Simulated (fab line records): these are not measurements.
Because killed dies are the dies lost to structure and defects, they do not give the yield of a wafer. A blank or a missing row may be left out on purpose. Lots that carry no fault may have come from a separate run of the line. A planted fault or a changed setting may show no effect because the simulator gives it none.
Chamber matching | flow n5Finfet | N5_STI_FIN_REVEAL_STRIP_24 on rieDiel-05 has 4 sister chambers
The step strips in N2/H2, time 90 s. 4 wafers are shown with their chamber, then 9 later ones without.

## WAFERS WITH THEIR CHAMBER
wafer  | chamber | drypumpMotorCurrentA (A)
L087.5 | 0       | 5.8
L089.2 | 2       | 6.6
L089.4 | 3       | 5.2
L089.5 | 1       | 5.7

## WAFERS WITHOUT THEIR CHAMBER
wafer  | drypumpMotorCurrentA (A)
L091.3 | 5.8
L091.5 | 6.6
L091.6 | 5.2
L093.2 | 6.5
L093.4 | 5.7
L093.6 | 5.2
L097.1 | 5.2
L097.3 | 6.6
L097.6 | 5.2

## THE CHAMBER EACH PASSED THROUGH
wafer  | from the rows above | in truth
L091.3 | 0                   | 0
L091.5 | 2                   | 2
L091.6 | 3                   | 3
L093.2 | 2                   | 2
L093.4 | 1                   | 1
L093.6 | 3                   | 3
L097.1 | 3                   | 3
L097.3 | 2                   | 2
L097.6 | 3                   | 3
9 of 9 placed correctly. Left unplaced by these rows: 0. Wrongly placed: 0.
How it was worked out, from the rows above alone: a wafer's distance from a chamber is the root of the sum, over the readings, of the square of ((its reading less the chamber's mean) divided by the reading's scatter). If the next closest chamber is less than 2 further off than the closest, the wafer can't be placed; otherwise it belongs to the closest. The mean given for a chamber averages the wafers shown for that chamber. The scatter (one wafer shown for each chamber): square how far every hidden wafer sits from the nearest shown wafer, average those squares and take the square root.
